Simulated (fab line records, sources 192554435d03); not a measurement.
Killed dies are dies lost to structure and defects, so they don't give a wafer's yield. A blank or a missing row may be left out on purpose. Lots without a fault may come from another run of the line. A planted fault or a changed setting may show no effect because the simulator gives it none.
fab line records | flow n5_finfet | part 1 of 2: steps 1 to 17 of 27
record lots=5 wafers=15 last_day=20
route steps=1938 shown BEOL_M6@1203
lots that met no fault: from a run of the same line without faults
start_h: hours from the record's first day to the start of the lot's first wafer shown | wait_h: hours since the lot's step before | " the same as in the row above | L1.1+2: a row that stands for several wafers | - no value, or no start given | * or withheld: withheld | < > ~ a bound
route shown NAME@n: a module of which the file shows steps, and the number in the route of the first | usual: mean/standard deviation of fault-free wafers | same: alike in all rows | chamber/n: place in a boat | sites: the reading at each site | _std_site: their standard deviation | _edge_site: outer sites' mean less inner sites' | radius_mm: how far each site lies from the wafer's centre | mask NAME#n: copy n | behind: the tool/chamber that last shaped the wafer | hold: why the lot was held/for how many hours/how that ended | device: the transistor (n, p or np) that didn't switch | end of line: the same wafers' tests at the end of the route | a step without rows: its recipe alone | killed: dies lost to structure and defects at the first sort, not the wafer's yield | map: a wafer's dies, x killed, . not, _ none there
set.NAME: the setting as run; set.NAME@STEP: as run at that earlier step | model.NAME: the simulator's own value behind a step, which no gauge read
lots at some steps of the route; a table a step, a row a wafer
services: from which hour (start_h, from the record's first day; less than 0 if before it) a tool's chamber was out of use, for how many hours, and why
## steps
# step N5_BEOL_M6_SOFTBAKE_06
# recipe temp_c=110 time_s=60 resist=CAR-ArF
# usual chill_plate_temp_C=23.01/0.1
# columns lot.wafer tool chamber start_h wait_h chill_plate_temp_C
L080.2 litho_track-02 0 - - 22.99
L080.3 " 0 " " 23.00
L080.4 " 0 " " 23.05
L085.2 litho_track-03 0 - - 23.26
L085.3 " 0 " " 23.02
L085.6 " 0 " " 23.04
L086.1 litho_track-05 0 - - 23.01
L086.2 " 0 " " 23.05
L086.6 " 0 " " 23.12
L094.2 litho_track-03 0 - - 23.13
L094.3 " 0 " " 23.12
L094.5 " 0 " " 23.12
L096.1 litho_track-03 0 - - 22.91
L096.2 " 0 " " 22.99
L096.6 " 0 " " 22.95
# step N5_BEOL_M6_EXPOSE_08
# recipe mask_id=M6 na=1.35 source_shape=dipole sigma_inner=0.817 sigma_outer=0.97 polarization=te dose_mj=68.25
# same sigma_inner=0.817 sigma_outer=0.97
# columns lot.wafer tool chamber start_h wait_h mask
L080.2+3+4 arfi_scanner-02 0 315.48 - M6#0
L085.2+3+6 arfi_scanner-02 0 334.38 - M6#0
L086.1+2+6 arfi_scanner-01 0 364.57 - M6#0
L094.2+3+5 arfi_scanner-03 0 385.66 - M6#0
L096.1+2+6 arfi_scanner-03 0 388.45 - M6#0
# step N5_BEOL_M6_PEB_09
# recipe peb_temp_c=withheld peb_time_s=60 resist=CAR-ArF
# usual chill_plate_temp_C=23.00/0.12
# columns lot.wafer tool chamber start_h wait_h chill_plate_temp_C
L080.2 litho_track-05 0 315.53 0.0 23.14
L080.3 " 0 " " 23.12
L080.4 " 0 " " 23.04
L085.2 litho_track-02 0 334.43 0.0 23.08
L085.3 " 0 " " 22.99
L085.6 " 0 " " 22.97
L086.1 litho_track-05 0 364.63 0.1 23.02
L086.2 " 0 " " 22.97
L086.6 " 0 " " 22.92
L094.2 litho_track-02 0 385.71 0.0 23.05
L094.3 " 0 " " 23.06
L094.5 " 0 " " 23.01
L096.1 litho_track-02 0 388.51 0.1 23.11
L096.2 " 0 " " 22.96
L096.6 " 0 " " 23.02
# step N5_BEOL_M6_DEVELOP_10
# recipe develop_time_s=30 developer=TMAH resist=CAR-ArF rinse_liquid=diw dry=air_spin dev_temp_c=23
# usual chill_plate_temp_C=23.00/0.11
# columns lot.wafer tool chamber start_h wait_h chill_plate_temp_C
L080.2 litho_track-05 0 - - 23.15
L080.3 " 0 " " 23.15
L080.4 " 0 " " 23.15
L085.2 litho_track-02 0 - - 23.13
L085.3 " 0 " " 23.12
L085.6 " 0 " " 23.10
L086.1 litho_track-05 0 - - 23.04
L086.2 " 0 " " 22.99
L086.6 " 0 " " 22.96
L094.2 litho_track-02 0 - - 23.02
L094.3 " 0 " " 22.99
L094.5 " 0 " " 22.95
L096.1 litho_track-02 0 - - 23.04
L096.2 " 0 " " 22.95
L096.6 " 0 " " 22.99
# step N5_BEOL_M6_CD_MEAS_11
# recipe target_cd_nm=38.5 landing_energy_ev=500 detector=se_inlens polarity=opening
# usual cd_nm=38.1/0.47
# columns lot.wafer tool chamber start_h wait_h cd_nm
L080.2 cd_sem-01 0 315.60 - 38.4
L080.3 " 0 " " 38.5
L080.4 " 0 " " 38.5
L085.2 cd_sem-03 0 334.50 - 37.4
L085.3 " 0 " " 38.2
L085.6 " 0 " " 38.4
L086.1 cd_sem-02 0 364.70 - 38.5
L086.2 " 0 " " 38.1
L086.6 " 0 " " 38.5
L094.2 cd_sem-03 0 385.78 - 37.4
L094.3 " 0 " " 38.7
L094.5 " 0 " " 37.5
L096.1 cd_sem-03 0 388.58 - 37.0
L096.2 " 0 " " 37.9
L096.6 " 0 " " 38.0
# step N5_BEOL_M6_OVL_MEAS_12
# recipe points_per_wafer=44
# usual M6_OVL=0.0/0.77
# columns lot.wafer tool chamber start_h wait_h M6_OVL[nm]
L080.2 overlay-01 0 315.65 0.0 0.9
L080.3 " 0 " " 0.4
L080.4 " 0 " " 0.0
L085.2 overlay-01 0 334.53 0.0 -0.6
L085.3 " 0 " " -0.3
L085.6 " 0 " " -0.2
L086.1 overlay-01 0 364.73 0.0 -0.9
L086.2 " 0 " " -0.5
L086.6 " 0 " " -1.3
L094.2 overlay-02 0 385.81 0.0 1.0
L094.3 " 0 " " 1.2
L094.5 " 0 " " 1.3
L096.1 overlay-02 0 388.62 0.0 0.4
L096.2 " 0 " " -0.4
L096.6 " 0 " " 0.3
# step N5_BEOL_M6_INSPECT_13
# recipe mode=adi inspect_instrument=brightfield
# usual raw_defect_count=397/80
# columns lot.wafer tool chamber start_h wait_h raw_defect_count
L080.2 defect_inspect-01 - 315.67 0.0 346
L080.3 " - " " 360
L080.4 " - " " 307
L085.2 defect_inspect-01 - 334.55 0.0 425
L085.3 " - " " 316
L085.6 " - " " 352
L086.1 defect_inspect-01 - 364.75 0.0 469
L086.2 " - " " 402
L086.6 " - " " 371
L094.2 defect_inspect-02 - 385.83 0.0 584
L094.3 " - " " 567
L094.5 " - " " 435
L096.1 defect_inspect-02 - 388.65 0.0 326
L096.2 " - " " 384
L096.6 " - " " 527
# step N5_BEOL_M6_DESCUM_16
# recipe chemistry=O2 time_s=7.9 source_power_w=50 bias_power_w=20 pressure_mtorr=20 rf_frequency_hz=2.712e+07 temp_c=40 resist=CAR-ArF o2_flow_sccm=225
# usual chamber_pressure_mTorr=20.001/0.018 drypump_motor_current_A=5.8/0.55 oes_product_au=0.81/0.08 rf_fwd_power_W=49.49/0.18 rf_vpp_V=243.4/1.5 showerhead_plenum_p_Torr=2.11/0.089 throttle_valve_pct=20.36/0.25
# columns lot.wafer tool chamber start_h wait_h chamber_pressure_mTorr drypump_motor_current_A oes_product_au rf_fwd_power_W rf_hours_counter_h rf_vpp_V showerhead_plenum_p_Torr throttle_valve_pct
L080.2 rie_diel-03 3 315.79 0.1 19.999 6.0 0.89 49.42 41 245.4 2.22 20.14
L080.3 " 0 " " 20.007 5.0 0.91 49.78 11 242.5 2.06 19.99
L080.4 " 2 " " 20.001 5.8 0.89 49.22 48 245.4 2.23 20.41
L085.2 rie_diel-05 3 334.59 0.0 20.000 5.3 0.68 49.93 249 243.5 2.06 20.29
L085.3 " 0 " " 20.012 6.4 0.91 49.39 28 244.4 2.22 20.56
L085.6 " 1 " " 20.018 5.2 0.93 49.33 - 241.5 2.04 19.79
L086.1 rie_diel-02 2 364.79 0.0 20.009 6.5 0.72 49.49 217 242.1 1.99 20.56
L086.2 " 3 " " 20.015 6.8 0.75 49.46 140 245.6 2.21 20.79
L086.6 " 1 " " 19.973 5.6 0.82 49.34 - 241.5 2.04 20.22
L094.2 rie_diel-03 0 385.87 0.0 19.981 5.0 0.86 49.60 32 241.9 2.05 20.01
L094.3 " 2 " " 19.966 5.8 0.86 49.35 72 245.7 2.22 20.45
L094.5 " 2 " " 19.975 5.8 0.86 49.14 - 243.7 2.22 20.45
L096.1 rie_diel-05 3 389.16 0.5 19.988 5.3 0.96 49.51 9 244.2 2.06 19.86
L096.2 " 1 " " 20.009 5.1 0.90 49.52 32 242.4 2.03 19.82
L096.6 " 2 " " 20.008 5.8 0.76 49.76 - 244.5 2.09 20.18
# step N5_BEOL_M6_ETCH_61
# recipe chemistry=CF4 target=SiARC target_depth_a=455 mask_material=CAR-ArF time_s=75.8 ion_energy_ev=80 pressure_mtorr=40 source_w=545 bias_w=36 Ar_flow_sccm=100 cf4_flow_sccm=100 ends=cleared
# usual chamber_pressure_mTorr=40.00/0.039 drypump_motor_current_A=5.8/0.55 etch_rf_on_time_s=75.5/1.9 mfc_ar_sccm=99.95/0.28 oes_product_au=0.69/0.069 rf_fwd_power_W=540.4/1.9 rf_vpp_V=184.2/1.3 showerhead_plenum_p_Torr=2.15/0.088 throttle_valve_pct=15.48/0.25
# columns lot.wafer tool chamber start_h wait_h chamber_pressure_mTorr drypump_motor_current_A etch_rf_on_time_s mfc_ar_sccm oes_product_au rf_fwd_power_W rf_hours_counter_h rf_vpp_V showerhead_plenum_p_Torr throttle_valve_pct
L080.2 rie_diel-03 3 315.83 0.0 40.04 6.0 72.3 99.85 0.78 540.0 41 186.2 2.25 15.25
L080.3 " 0 " " 40.05 5.0 77.2 99.92 0.78 541.7 11 183.0 2.10 15.03
L080.4 " 2 " " 39.99 5.7 74.9 99.83 0.76 540.0 48 187.1 2.26 15.48
L085.2 rie_diel-05 3 334.62 0.0 39.98 5.3 75.8 99.78 0.59 544.1 249 185.1 2.11 15.52
L085.3 " 0 " " 40.05 6.4 73.5 99.92 0.76 540.4 28 185.7 2.27 15.72
L085.6 " 1 " " 40.01 5.2 76.1 100.19 0.80 544.1 - 183.8 2.09 15.06
L086.1 rie_diel-02 2 364.82 0.0 40.05 6.5 77.0 99.78 0.61 540.5 217 182.4 2.02 15.62
L086.2 " 3 " " 39.99 6.8 73.4 100.53 0.65 537.0 140 186.2 2.22 15.74
L086.6 " 1 " " 39.97 5.6 77.2 100.15 0.70 543.3 - 182.8 2.07 15.32
L094.2 rie_diel-03 0 385.90 0.0 39.93 5.0 77.6 100.39 0.73 539.7 32 185.5 2.09 15.09
L094.3 " 2 " " 39.93 5.7 74.9 99.72 0.73 539.9 72 185.1 2.26 15.54
L094.5 " 2 " " 39.98 5.7 75.3 99.71 0.73 539.2 - 185.6 2.26 15.54
L096.1 rie_diel-05 3 389.19 0.0 39.97 5.3 75.6 99.67 0.83 538.8 9 184.2 2.11 15.02
L096.2 " 1 " " 39.99 5.1 75.4 100.05 0.76 540.0 32 184.5 2.09 15.10
L096.6 " 2 " " 40.05 5.8 75.7 100.51 0.65 542.4 - 183.2 2.12 15.33
# step N5_BEOL_M6_ETCH_62
# recipe chemistry=N2/H2 target=SOC target_depth_a=1100 overetch_a=220 mask_material=SiARC temp_c=40 time_s=165 ion_energy_ev=200 pressure_mtorr=30 source_w=840 bias_w=150 n2_flow_sccm=200 h2_flow_sccm=200
# usual chamber_pressure_mTorr=29.997/0.026 drypump_motor_current_A=5.8/0.55 oes_product_au=0.69/0.063 rf_fwd_power_W=837.8/2.9 rf_vpp_V=524.3/3 showerhead_plenum_p_Torr=2.56/0.1 throttle_valve_pct=17.77/0.26
# columns lot.wafer tool chamber start_h wait_h chamber_pressure_mTorr drypump_motor_current_A oes_product_au rf_fwd_power_W rf_hours_counter_h rf_vpp_V showerhead_plenum_p_Torr throttle_valve_pct
L080.2 rie_diel-03 3 315.89 0.0 29.961 6.0 0.75 840.0 41 527.9 2.70 17.61
L080.3 " 0 " " 29.963 5.0 0.77 835.0 11 521.8 2.49 17.36
L080.4 " 2 " " 29.965 5.8 0.75 843.5 48 528.5 2.68 17.61
L085.2 rie_diel-05 3 334.68 0.0 29.996 5.3 0.58 838.5 249 523.2 2.52 17.89
L085.3 " 0 " " 30.001 6.4 0.75 831.6 28 528.5 2.70 17.93
L085.6 " 1 " " 30.023 5.2 0.78 836.0 - 522.3 2.49 17.19
L086.1 rie_diel-02 2 364.88 0.0 29.977 6.5 0.60 838.8 217 520.3 2.42 17.96
L086.2 " 3 " " 29.950 6.8 0.63 830.6 140 525.5 2.67 18.11
L086.6 " 1 " " 29.978 5.6 0.69 842.8 - 521.8 2.47 17.67
L094.2 rie_diel-03 0 385.96 0.0 30.022 5.0 0.73 835.0 32 522.1 2.48 17.38
L094.3 " 2 " " 30.012 5.7 0.72 833.2 72 527.9 2.67 17.66
L094.5 " 2 " " 29.977 5.7 0.72 831.7 - 527.7 2.67 17.64
L096.1 rie_diel-05 3 389.25 0.0 29.977 5.3 0.82 836.3 9 522.4 2.52 17.44
L096.2 " 1 " " 29.984 5.2 0.75 838.3 32 522.9 2.48 17.23
L096.6 " 2 " " 29.981 5.9 0.65 839.9 - 522.4 2.53 17.52
# step N5_BEOL_M6_STRIP_68
# recipe chemistry=N2/H2 temp_c=40 n2_flow_sccm=200 h2_flow_sccm=200 rf_frequency_hz=6e+07
# columns lot.wafer tool chamber start_h wait_h
L080.2+3+4 rie_diel-03 3,0,2 316.02 0.1
L085.2+3+6 rie_diel-05 3,0,1 334.81 0.1
L086.1+2+6 rie_diel-02 2,3,1 365.01 0.1
L094.2+3+5 rie_diel-03 0,2,2 386.09 0.1
L096.1+2+6 rie_diel-05 3,1,2 389.38 0.1
# step N5_BEOL_M6_STRIP_67
# recipe chemistry=CF4 resist=SiARC power_w=300 bias_power_w=75 pressure_mtorr=50 cf4_flow_sccm=150 rf_frequency_hz=6e+07
# usual chamber_pressure_mTorr=50.01/0.048 drypump_motor_current_A=5.8/0.55 oes_product_au=0.81/0.074 rf_vpp_V=271.3/1.8 showerhead_plenum_p_Torr=1.80/0.069 throttle_valve_pct=13.45/0.24
# columns lot.wafer tool chamber start_h wait_h chamber_pressure_mTorr drypump_motor_current_A oes_product_au rf_hours_counter_h rf_vpp_V showerhead_plenum_p_Torr throttle_valve_pct
L080.2 rie_diel-03 3 316.03 0.0 49.99 5.9 0.89 41 273.3 1.88 13.19
L080.3 " 0 " " 49.94 5.0 0.91 11 271.1 1.76 12.98
L080.4 " 2 " " 50.08 5.7 0.89 48 273.9 1.89 13.42
L085.2 rie_diel-05 3 334.82 0.0 49.96 5.3 0.69 249 270.7 1.76 13.55
L085.3 " 0 " " 50.12 6.4 0.88 28 274.2 1.90 13.63
L085.6 " 1 " " 50.05 5.2 0.93 - 271.0 1.75 13.01
L086.1 rie_diel-02 2 365.02 0.0 49.91 6.5 0.72 217 269.7 1.69 13.63
L086.2 " 3 " " 49.99 6.8 0.75 140 271.6 1.86 13.71
L086.6 " 1 " " 50.00 5.6 0.81 - 269.1 1.75 13.34
L094.2 rie_diel-03 0 386.10 0.0 50.04 5.0 0.87 32 270.3 1.75 13.05
L094.3 " 2 " " 50.03 5.8 0.84 72 271.2 1.88 13.47
L094.5 " 2 " " 50.08 5.7 0.85 - 273.9 1.88 13.48
L096.1 rie_diel-05 3 389.39 0.0 49.96 5.3 0.96 9 270.7 1.76 12.97
L096.2 " 1 " " 50.04 5.1 0.88 32 269.3 1.75 13.06
L096.6 " 2 " " 50.00 5.8 0.75 - 271.7 1.78 13.35
# step N5_BEOL_M6_HM_OPEN_17
# recipe chemistry=Cl2/BCl3 target_depth_a=200 overetch_a=60 target=TiN mask_material=SOC ion_energy_ev=150 pressure_mtorr=10 icp_w=1000 bias_w=126 Cl2_flow_sccm=53.25 bcl3_flow_sccm=21.75 Ar_flow_sccm=25
# usual chamber_pressure_mTorr=10.000/0.0091 drypump_motor_current_A=5.6/0.37 mfc_ar_sccm=24.98/0.081 oes_product_au=0.68/0.042 rf_fwd_power_W=994/3.9 throttle_valve_pct=22.02/0.3
# columns lot.wafer tool chamber start_h wait_h chamber_pressure_mTorr drypump_motor_current_A mfc_ar_sccm oes_product_au rf_fwd_power_W rf_hours_counter_h throttle_valve_pct
L080.2 rie_metal-02 1 316.07 0.0 9.999 5.3 24.86 0.70 999 25 22.37
L080.3 " 1 " " 10.014 5.3 24.92 0.70 993 - 22.39
L080.4 " 0 " " 9.998 5.7 24.95 0.67 993 - 21.62
L085.2 rie_metal-02 1 334.86 0.0 9.997 5.3 25.05 0.71 996 26 22.37
L085.3 " 0 " " 10.019 5.7 24.98 0.67 997 - 21.60
L085.6 " 0 " " 10.001 5.7 25.01 0.68 999 - 21.62
L086.1 rie_metal-02 1 365.06 0.0 10.004 5.2 24.88 0.69 996 29 22.40
L086.2 " 0 " " 10.001 5.7 25.05 0.66 994 36 21.64
L086.6 " 1 " " 9.993 5.3 24.93 0.68 995 - 22.42
L094.2 rie_metal-01 0 386.15 0.0 10.005 5.8 24.99 0.65 997 41 21.93
L094.3 " 1 " " 9.997 5.1 25.04 0.70 998 - 22.10
L094.5 " 1 " " 9.994 5.1 25.03 0.72 998 - 22.10
L096.1 rie_metal-01 1 389.43 0.0 9.990 5.1 25.15 0.71 996 28 22.11
L096.2 " 0 " " 9.990 5.8 24.91 0.65 996 42 21.94
L096.6 " 1 " " 9.994 5.1 25.10 0.71 999 - 22.11
# step N5_BEOL_M6_STRIP_19
# recipe chemistry=O2 power_w=400 temp_c=40 pressure_mtorr=30 rf_frequency_hz=6e+07 bias_power_w=0 overash_fraction=0.2 o2_flow_sccm=225
# usual chamber_pressure_mTorr=30.00/0.035 drypump_motor_current_A=5.8/0.55 oes_product_au=0.82/0.071 rf_vpp_V=3.7/0.58 showerhead_plenum_p_Torr=2.12/0.09 throttle_valve_pct=16.58/0.24
# columns lot.wafer tool chamber start_h wait_h chamber_pressure_mTorr drypump_motor_current_A oes_product_au rf_hours_counter_h rf_vpp_V showerhead_plenum_p_Torr throttle_valve_pct
L080.2 rie_diel-02 1 316.18 0.1 29.98 5.6 0.84 74 5.2 2.05 16.44
L080.3 " 3 " " 30.03 6.8 0.76 124 3.7 2.22 16.98
L080.4 " 2 " " 29.99 6.4 0.73 200 2.6 2.00 16.76
L085.2 rie_diel-02 3 334.98 0.1 30.05 6.8 0.75 130 4.3 2.22 16.98
L085.3 " 2 " " 29.99 6.5 0.72 206 4.5 1.99 16.78
L085.6 " 0 " " 30.01 5.3 0.78 - 3.6 2.19 16.68
L086.1 rie_diel-03 3 365.17 0.1 29.98 6.0 0.87 57 4.4 2.22 16.40
L086.2 " 0 " " 30.02 5.0 0.86 26 3.4 2.06 16.20
L086.6 " 1 " " 29.97 6.3 0.78 - 4.9 2.01 16.94
L094.2 rie_diel-03 3 386.26 0.1 29.98 5.9 0.86 63 3.5 2.22 16.43
L094.3 " 1 " " 30.00 6.3 0.78 131 2.7 2.00 16.95
L094.5 " 3 " " 29.97 6.0 0.86 - 4.8 2.22 16.43
L096.1 rie_diel-03 1 389.61 0.2 29.96 6.3 0.77 132 4.2 2.00 16.94
L096.2 " 2 " " 30.01 5.7 0.85 73 3.9 2.22 16.66
L096.6 " 2 " " 29.96 5.7 0.85 - 5.2 2.22 16.64
# step N5_BEOL_M6_CD_MEAS_18
# recipe pitch_nm=80 target_cd_nm=40
# usual cd_nm=39.5/0.54
# columns lot.wafer tool chamber start_h wait_h cd_nm
L080.2 cd_sem-02 - 316.25 0.1 39.9
L080.3 " - " " 39.9
L080.4 " - " " 40.1
L085.2 cd_sem-02 - 335.05 0.1 38.9
L085.3 " - " " 39.5
L085.6 " - " " 40.6
L086.1 cd_sem-03 - 365.24 0.0 40.4
L086.2 " - " " 39.5
L086.6 " - " " 40.0
L094.2 cd_sem-01 - 386.33 0.1 38.7
L094.3 " - " " 40.3
L094.5 " - " " 39.3
L096.1 cd_sem-03 - 389.68 0.0 39.0
L096.2 " - " " 40.0
L096.6 " - " " 39.8
# step N5_BEOL_M6_COAT_63
# recipe resist=SOC temp_c=250 time_s=60 spin_rpm=1500 resist_thk_nm=60
# usual chill_plate_temp_C=23.01/0.1 dispense_pressure_kPa=49.4/1.2
# columns lot.wafer tool chamber start_h wait_h chill_plate_temp_C dispense_pressure_kPa
L080.2 litho_track-02 0 317.75 1.5 23.05 49.8
L080.3 " 0 " " 22.99 49.8
L080.4 " 0 " " 22.93 49.7
L085.2 litho_track-03 0 336.76 1.7 22.96 50.3
L085.3 " 0 " " 23.08 50.3
L085.6 " 0 " " 23.13 50.3
L086.1 litho_track-05 0 366.40 1.2 23.22 47.7
L086.2 " 0 " " 23.04 47.6
L086.6 " 0 " " 23.06 47.6
L094.2 litho_track-03 0 388.29 2.0 23.06 50.3
L094.3 " 0 " " 22.82 50.4
L094.5 " 0 " " 23.15 50.4
L096.1 litho_track-03 0 390.61 0.9 23.22 50.4
L096.2 " 0 " " 23.20 50.3
L096.6 " 0 " " 23.23 50.3
# step N5_BEOL_M6_COAT_64
# recipe resist=SiARC temp_c=220 time_s=60 spin_rpm=1500 resist_thk_nm=12
# usual chill_plate_temp_C=22.98/0.11 dispense_pressure_kPa=49.4/1.2
# columns lot.wafer tool chamber start_h wait_h chill_plate_temp_C dispense_pressure_kPa
L080.2 litho_track-02 0 - - 23.12 49.8
L080.3 " 0 " " 23.02 49.8
L080.4 " 0 " " 23.05 49.7
L085.2 litho_track-03 0 - - 23.05 50.3
L085.3 " 0 " " 22.89 50.3
L085.6 " 0 " " 22.82 50.3
L086.1 litho_track-05 0 - - 23.00 47.5
L086.2 " 0 " " 22.94 47.5
L086.6 " 0 " " 23.25 47.5
L094.2 litho_track-03 0 - - 22.86 50.2
L094.3 " 0 " " 23.02 50.2
L094.5 " 0 " " 22.80 50.2
L096.1 litho_track-03 0 - - 22.99 50.2
L096.2 " 0 " " 22.68 50.2
L096.6 " 0 " " 22.95 50.2
